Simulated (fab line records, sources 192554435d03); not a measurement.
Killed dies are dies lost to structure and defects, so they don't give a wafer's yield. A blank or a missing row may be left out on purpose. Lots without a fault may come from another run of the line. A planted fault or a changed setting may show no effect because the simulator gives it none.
fab line records | flow n5_finfet
record lots=6 wafers=18 last_day=18
route steps=1938 shown HKMG_FIN@437 BEOL_M4@1111
lots that met no fault: from a run of the same line without faults
start_h: hours from the record's first day to the start of the lot's first wafer shown | wait_h: hours since the lot's step before | " the same as in the row above | L1.1+2: a row that stands for several wafers | - no value, or no start given | * or withheld: withheld | < > ~ a bound
route shown NAME@n: a module of which the file shows steps, and the number in the route of the first | usual: mean/standard deviation of fault-free wafers | same: alike in all rows | chamber/n: place in a boat | sites: the reading at each site | _std_site: their standard deviation | _edge_site: outer sites' mean less inner sites' | radius_mm: how far each site lies from the wafer's centre | mask NAME#n: copy n | behind: the tool/chamber that last shaped the wafer | hold: why the lot was held/for how many hours/how that ended | device: the transistor (n, p or np) that didn't switch | end of line: the same wafers' tests at the end of the route | a step without rows: its recipe alone | killed: dies lost to structure and defects at the first sort, not the wafer's yield | map: a wafer's dies, x killed, . not, _ none there
set.NAME: the setting as run; set.NAME@STEP: as run at that earlier step | model.NAME: the simulator's own value behind a step, which no gauge read
lots at some steps of the route; a table a step, a row a wafer
services: from which hour (start_h, from the record's first day; less than 0 if before it) a tool's chamber was out of use, for how many hours, and why
## steps
# step N5_HKMG_FIN_STRIP_34
# recipe chemistry=CF4 resist=SiARC power_w=300 bias_power_w=75 pressure_mtorr=50 cf4_flow_sccm=150 rf_frequency_hz=6e+07
# usual cf4_flow_sccm=150.0/0.44 drypump_motor_current_A=5.9/0.43 oes_product_au=0.77/0.081 rf_vpp_V=271.3/1.3 showerhead_plenum_p_Torr=1.80/0.054 throttle_valve_pct=13.45/0.24
# columns lot.wafer tool chamber start_h wait_h cf4_flow_sccm drypump_motor_current_A oes_product_au rf_hours_counter_h rf_vpp_V showerhead_plenum_p_Torr throttle_valve_pct
L803.2 rie_diel-01 2 88.43 0.0 149.1 5.6 0.78 140 271.7 1.79 13.27
L803.5 " 3 " " 150.1 6.1 0.90 - 273.3 1.90 13.12
L803.6 " 2 " " 149.7 5.6 0.78 - 270.6 1.79 13.27
L805.3 rie_diel-01 3 99.77 0.0 150.2 6.2 0.90 17 274.5 1.90 13.15
L805.4 " 1 " " 150.1 5.8 0.93 5 272.6 1.76 13.25
L805.6 " 1 " " 149.1 5.9 0.94 - 269.5 1.76 13.24
L806.1 rie_diel-03 0 105.51 0.0 151.1 6.3 0.70 232 271.6 1.77 13.55
L806.3 " 2 " " 149.8 6.4 0.73 168 269.3 1.71 13.50
L806.6 " 3 " " 150.0 6.3 0.71 - 272.2 1.77 13.86
L818.2 rie_diel-03 2 179.85 0.0 149.6 6.4 0.71 195 270.0 1.70 13.56
L818.3 " 3 " " 149.8 6.3 0.69 242 270.9 1.77 13.94
L818.6 " 1 " " 150.0 5.8 0.71 - 270.7 1.85 13.60
L823.2 rie_diel-02 3 209.00 0.0 149.9 5.9 0.77 102 272.8 1.80 13.56
L823.3 " 1 " " 149.9 4.8 0.68 240 268.9 1.71 13.63
L823.4 " 2 " " 150.1 5.6 0.91 24 272.1 1.83 13.69
L824.2 rie_diel-02 2 211.22 0.0 150.4 5.6 0.90 25 272.0 1.83 13.69
L824.4 " 3 " " 149.7 5.8 0.78 103 270.5 1.80 13.56
L824.6 " 0 " " 148.9 5.5 0.78 - 272.2 1.80 13.17
# step N5_HKMG_FIN_ETCH_35
# recipe chemistry=N2/H2 target=SOC target_depth_a=2158 ion_energy_ev=65 bias_w=5 source_w=3000 time_s=243.4 pressure_mtorr=30 n2_flow_sccm=200 h2_flow_sccm=200
# step N5_HKMG_FIN_STRIP_92
# recipe chemistry=N2/H2 material=SOC time_s=20 power_w=500 temp_c=40 pressure_mtorr=50 rf_frequency_hz=6e+07 bias_power_w=8 h2_frac=0.5 n2_flow_sccm=300 h2_flow_sccm=300
# usual drypump_motor_current_A=5.9/0.43 oes_product_au=0.79/0.088 rf_vpp_V=54.3/0.93 showerhead_plenum_p_Torr=3.37/0.1 temp_c=39.99/0.11 throttle_valve_pct=18.95/0.27
# columns lot.wafer tool chamber start_h wait_h drypump_motor_current_A oes_product_au rf_hours_counter_h rf_vpp_V showerhead_plenum_p_Torr temp_c throttle_valve_pct
L803.2 rie_diel-01 2 88.60 0.1 5.6 0.79 140 54.1 3.36 40.09 18.80
L803.5 " 3 " " 6.2 0.92 - 54.1 3.57 40.05 18.72
L803.6 " 2 " " 5.6 0.79 - 55.6 3.36 40.03 18.79
L805.3 rie_diel-01 3 99.94 0.1 6.2 0.92 18 54.2 3.57 39.94 18.73
L805.4 " 1 " " 5.9 0.97 5 54.2 3.30 39.98 18.99
L805.6 " 1 " " 5.9 0.95 - 54.9 3.30 40.31 18.99
L806.1 rie_diel-03 0 105.68 0.1 6.3 0.68 232 54.5 3.31 39.89 18.86
L806.3 " 2 " " 6.4 0.75 168 52.7 3.22 40.05 18.76
L806.6 " 3 " " 6.3 0.71 - 54.1 3.33 40.05 19.61
L818.2 rie_diel-03 2 180.02 0.1 6.4 0.72 195 54.5 3.20 40.02 18.82
L818.3 " 3 " " 6.3 0.70 242 52.9 3.32 39.94 19.66
L818.6 " 1 " " 5.8 0.72 - 54.8 3.47 40.04 18.98
L823.2 rie_diel-02 3 209.17 0.1 5.8 0.79 103 54.9 3.38 40.02 18.90
L823.3 " 1 " " 4.8 0.69 240 54.5 3.19 40.03 19.28
L823.4 " 2 " " 5.6 0.93 24 53.4 3.42 39.94 18.94
L824.2 rie_diel-02 2 211.39 0.1 5.7 0.93 25 55.0 3.42 40.11 18.94
L824.4 " 3 " " 5.9 0.79 103 53.5 3.38 40.17 18.90
L824.6 " 0 " " 5.5 0.79 - 53.6 3.37 39.95 18.86
# step N5_HKMG_FIN_WET_ETCH_18
# recipe chemistry=SC1 target=TiN mix=1:1:5 temp_c=* time_s=55 target_depth_nm=5.2 dry=ipa_marangoni rinse_time_s=30 rinse_temp_c=23
# step N5_HKMG_FIN_STRIP_19
# recipe chemistry=N2/H2 power_w=2500 temp_c=300 h2_frac=0.65 time_s=360 pressure_mtorr=withheld n2_flow_sccm=1750 h2_flow_sccm=3250
# usual drypump_motor_current_A=5.90/0.13 heater_power_w=482/33 temp_c=300.02/0.19
# columns lot.wafer tool chamber start_h wait_h drypump_motor_current_A heater_power_w rf_hours_counter_h temp_c
L803.2 plasma_asher-02 1 88.75 0.0 5.90 447 35 300.21
L803.5 " 0 " " 5.67 471 - 299.83
L803.6 " 1 " " 5.89 446 - 300.22
L805.3 plasma_asher-02 0 100.20 0.1 5.67 480 - 299.75
L805.4 " 1 " " 5.92 445 - 299.92
L805.6 " 1 " " 5.91 451 - 300.21
L806.1 plasma_asher-01 0 105.83 0.0 5.99 460 99 300.01
L806.3 " 0 " " 5.99 465 - 299.69
L806.6 " 1 " " 5.99 537 - 300.12
L818.2 plasma_asher-02 1 180.17 0.0 5.89 443 51 300.10
L818.3 " 0 " " 5.63 493 - 300.04
L818.6 " 0 " " 5.67 462 - 299.86
L823.2 plasma_asher-01 0 209.32 0.0 5.99 467 121 299.89
L823.3 " 0 " " 5.98 454 - 300.02
L823.4 " 1 " " 5.97 537 - 299.81
L824.2 plasma_asher-02 1 211.53 0.0 5.91 449 58 299.78
L824.4 " 1 " " 5.91 447 - 300.01
L824.6 " 0 " " 5.68 471 - 300.04
# step N5_HKMG_FIN_ALD_91
# recipe material=TiN target_thk_a=10 temp_c=400 ald_precursor_family=TiCl4 ald_co_reactant=NH3 pulse_time_s=1 purge_time_s=3 co_reactant_purge_time_s=2 co_reactant_pulse_time_s=2 ald_cycles=47 pressure_torr=3
# step N5_HKMG_FIN_COAT_85
# recipe resist=SOC temp_c=250 time_s=60 spin_rpm=1500 resist_thk_nm=300
# step N5_HKMG_FIN_ETCH_86
# recipe chemistry=N2/H2 target=SOC target_depth_a=3932 stop_on=TiN ion_energy_ev=100 bias_w=61 pressure_mtorr=30 source_w=850 n2_flow_sccm=200 h2_flow_sccm=200
# usual drypump_motor_current_A=6.0/0.38 oes_product_au=0.77/0.09 rf_vpp_V=240.7/1.4 showerhead_plenum_p_Torr=2.55/0.087 throttle_valve_pct=17.69/0.24
# columns lot.wafer tool chamber start_h wait_h drypump_motor_current_A oes_product_au rf_hours_counter_h rf_vpp_V showerhead_plenum_p_Torr throttle_valve_pct
L803.2 rie_diel-01 1 89.47 - 5.8 0.98 0 238.9 2.50 17.59
L803.5 " 0 " " 6.2 0.69 - 242.9 2.62 17.62
L803.6 " 3 " " 6.2 0.91 - 244.1 2.71 17.44
L805.3 rie_diel-02 2 101.06 - 5.7 0.67 247 242.1 2.61 18.28
L805.4 " 1 " " 4.8 0.71 202 237.7 2.42 17.80
L805.6 " 1 " " 4.8 0.71 - 237.1 2.42 17.81
L806.1 rie_diel-01 2 106.58 - 5.6 0.77 147 238.0 2.54 17.53
L806.3 " 0 " " 6.2 0.69 235 241.1 2.62 17.64
L806.6 " 0 " " 6.2 0.69 - 242.2 2.61 17.64
L818.2 rie_diel-03 1 180.99 - 5.8 0.71 203 241.4 2.63 17.77
L818.3 " 3 " " 6.3 0.69 243 239.5 2.51 18.23
L818.6 " 2 " " 6.4 0.71 - 237.0 2.42 17.74
L823.2 rie_diel-01 1 210.07 - 5.9 0.85 45 240.1 2.48 17.66
L823.3 " 3 " " 6.2 0.84 62 241.7 2.68 17.54
L823.4 " 0 " " 6.2 0.91 16 242.4 2.60 17.26
L824.2 rie_diel-03 1 212.25 - 5.8 0.70 217 241.4 2.63 17.81
L824.4 " 2 " " 6.4 0.70 - 239.7 2.41 17.76
L824.6 " 0 " " 6.3 0.95 - 240.1 2.50 17.28
# step N5_HKMG_FIN_STRIP_89
# recipe chemistry=N2/H2 material=SOC time_s=20 power_w=500 temp_c=40 pressure_mtorr=50 rf_frequency_hz=6e+07 bias_power_w=8 h2_frac=0.5 n2_flow_sccm=300 h2_flow_sccm=300
# step N5_HKMG_FIN_WET_ETCH_87
# recipe chemistry=SC1 target=TiN mix=1:2:40 temp_c=50 time_s=154.2 target_depth_nm=4.7 dry=ipa_marangoni rinse_time_s=30 rinse_temp_c=23
# step N5_HKMG_FIN_STRIP_88
# recipe chemistry=N2/H2 power_w=2500 temp_c=300 h2_frac=0.65 time_s=360 pressure_mtorr=withheld n2_flow_sccm=1750 h2_flow_sccm=3250
# step N5_HKMG_FIN_NWFM_ALD_20
# recipe material=TiAlC target_thk_a=20 temp_c=300 ald_precursor_family=TiCl4 ald_co_reactant=TEA pulse_time_s=3 purge_time_s=2 co_reactant_purge_time_s=2 co_reactant_pulse_time_s=10 ald_cycles=7 pressure_torr=3
# usual heater_power_w=521/64 precursor_pulse_height_rel=0.998/0.02 susceptor_temp_C=300.01/0.17
# columns lot.wafer tool chamber start_h wait_h heater_power_w precursor_pulse_height_rel susceptor_temp_C
L803.2 ald_metal-04 1 90.10 0.3 536 0.980 299.94
L803.5 " 1 " " 543 0.988 300.03
L803.6 " 2 " " 525 0.988 300.14
L805.3 ald_metal-01 2 101.70 0.1 506 1.016 300.04
L805.4 " 3 " " 419 0.986 299.97
L805.6 " 1 " " 629 1.005 300.07
L806.1 ald_metal-01 0 107.21 0.3 534 0.993 300.08
L806.3 " 1 " " 622 1.043 300.11
L806.6 " 0 " " 527 1.024 299.96
L818.2 ald_metal-04 0 181.62 0.3 519 1.018 299.99
L818.3 " 2 " " 520 1.010 299.93
L818.6 " 3 " " 627 0.999 299.90
L823.2 ald_metal-04 1 210.70 0.3 536 1.006 299.90
L823.3 " 0 " " 514 0.961 300.22
L823.4 " 2 " " 513 1.025 299.82
L824.2 ald_metal-02 2 212.89 0.3 427 0.991 300.16
L824.4 " 3 " " 452 1.006 300.21
L824.6 " 1 " " 476 1.012 299.79
# step N5_HKMG_FIN_ALD_71
# recipe material=TiN target_thk_a=10 temp_c=400 ald_precursor_family=TiCl4 ald_co_reactant=NH3 pulse_time_s=1 purge_time_s=3 co_reactant_purge_time_s=2 co_reactant_pulse_time_s=2 ald_cycles=47 pressure_torr=3
# usual heater_power_w=932/110 precursor_pulse_height_rel=1.002/0.02 susceptor_temp_C=400.03/0.23
# columns lot.wafer tool chamber start_h wait_h heater_power_w precursor_pulse_height_rel susceptor_temp_C
L803.2 ald_metal-04 1 90.20 0.0 937 1.039 400.13
L803.5 " 1 " " 950 1.014 400.30
L803.6 " 2 " " 929 0.988 399.63
L805.3 ald_metal-01 2 101.80 0.0 910 1.002 399.75
L805.4 " 3 " " 739 0.953 400.18
L805.6 " 1 " " 1126 0.996 400.04
L806.1 ald_metal-01 0 107.31 0.0 960 0.958 399.71
L806.3 " 1 " " 1140 0.973 399.92
L806.6 " 0 " " 928 1.017 400.06
L818.2 ald_metal-04 0 181.72 0.0 791 0.976 370.54
L818.3 " 2 " " 774 1.012 370.84
L818.6 " 3 " " 912 1.013 370.92
L823.2 ald_metal-04 1 210.80 0.0 822 1.022 370.75
L823.3 " 0 " " 804 0.975 370.58
L823.4 " 2 " " 760 0.978 370.76
L824.2 ald_metal-02 2 212.99 0.0 756 1.004 399.83
L824.4 " 3 " " 813 1.000 400.25
L824.6 " 1 " " 866 0.989 400.16
# step N5_HKMG_FIN_COAT_66
# recipe resist=SOC temp_c=250 time_s=60 spin_rpm=1500 resist_thk_nm=300
# step N5_BEOL_M4_RC_MEAS_101
# usual DIBL_N=36.4/1.2 DIBL_P=36.1/1.6 IOFF_N=0.156/0.024 IOFF_P=0.21/0.031 ION_N=674/11 ION_P=463/6.9 SS_N=71.5/0.5 SS_P=73.2/0.55 VT_N=250.0/2.9 VT_P=-250/3.6
# columns lot.wafer tool chamber start_h wait_h DIBL_N[mV/V] DIBL_P[mV/V] IOFF_N[nA/um] IOFF_P[nA/um] ION_N[uA/um] ION_P[uA/um] SS_N[mV/dec] SS_P[mV/dec] VT_N[mV] VT_P[mV]
L803.2 prober-01 0 173.90 0.2 36.9 37.7 0.164 0.22 677 462 71.9 72.7 248.6 -248
L803.5 " 0 " " 36.2 36.7 0.150 0.20 664 453 71.6 72.9 249.3 -250
L803.6 " 0 " " 37.2 37.8 0.178 0.22 683 463 72.2 73.2 247.8 -248
L805.3 prober-02 0 189.31 0.3 35.0 37.1 0.157 0.21 680 462 71.5 73.1 248.7 -252
L805.4 " 0 " " 36.7 38.0 0.191 0.24 685 460 71.6 73.1 248.1 -250
L805.6 " 0 " " 36.0 37.1 0.172 0.22 684 469 71.7 73.3 246.0 -252
L806.1 prober-01 0 193.63 0.0 36.8 37.1 0.168 0.25 687 470 71.7 73.3 249.2 -244
L806.3 " 0 " " 35.2 34.3 0.130 0.19 675 471 71.5 72.5 252.3 -248
L806.6 " 0 " " 34.8 34.5 0.125 0.20 673 465 71.2 72.6 251.8 -249
L818.2 prober-01 0 258.14 0.2 36.4 35.9 0.145 0.20 670 458 72.1 73.2 250.4 -252
L818.3 " 0 " " 36.6 36.5 0.151 0.22 659 459 71.4 72.7 250.9 -249
L818.6 " 0 " " 35.4 34.3 0.128 0.20 658 458 70.5 72.4 256.5 -253
L823.2 prober-02 0 314.79 0.2 36.5 37.3 0.167 0.22 672 464 71.8 73.5 247.7 -250
L823.3 " 0 " " 38.1 38.8 0.194 0.24 688 466 71.8 74.1 247.0 -246
L823.4 " 0 " " 35.9 35.8 0.139 0.19 658 459 71.7 73.5 252.4 -250
L824.2 prober-01 0 314.90 0.2 37.0 36.9 0.183 0.20 695 463 72.7 73.8 246.0 -251
L824.4 " 0 " " 36.7 36.2 0.167 0.18 680 458 71.1 73.9 249.4 -254
L824.6 " 0 " " 35.6 35.2 0.154 0.17 679 457 72.1 73.0 247.6 -254
## services
# columns tool chamber start_h hours kind
rie_diel-01 2 64.49 1.4 repair
rie_diel-01 1 67.05 - clean
rie_diel-01 1 67.05 - consumable_replace:focus_ring
rie_diel-01 1 67.05 21.3 scheduled_down
rie_diel-01 1 67.05 21.3 vent_cycle
ald_metal-01 - 69.25 1.4 repair
rie_diel-03 - 72.00 15.6 pm
ald_metal-04 - 103.32 6.0 pm
ald_metal-04 - 112.16 0.5 repair
rie_diel-01 1 121.69 7.3 repair
ald_metal-01 2 132.64 2.4 repair
plasma_asher-01 - 132.90 0.6 repair
plasma_asher-02 - 139.38 4.3 pm
rie_diel-01 0 144.08 - clean
rie_diel-01 0 144.08 - consumable_replace:focus_ring
rie_diel-01 0 144.08 27.9 scheduled_down
rie_diel-01 0 144.08 27.9 vent_cycle
rie_diel-02 3 152.96 1.8 repair
rie_diel-03 0 165.62 14.4 repair
rie_diel-01 1 172.82 7.6 repair
rie_diel-02 0 174.77 2.9 repair
rie_diel-03 0 180.07 - clean
plasma_asher-02 - 189.71 1.6 repair
ald_metal-01 0 212.99 3.4 repair
## key
first_sign step=N5_HKMG_FIN_ALD_71 reading=susceptor_temp_C direction=down sigmas=99+ usual=* struck=*
effect none on later readings
met_at N5_HKMG_FIN_ALD_71
struck_wafers L818.2,L818.3,L818.6,L823.2,L823.3,L823.4
onset_between 90.20 181.72
fault kind=process_parameter_drift tool=ald_metal-04 chamber=- onset_h=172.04 steps=N5_HKMG_FIN_ALD_71 channel=temp_c offset=* shape=step end_h=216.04 acts_in=* stated=*
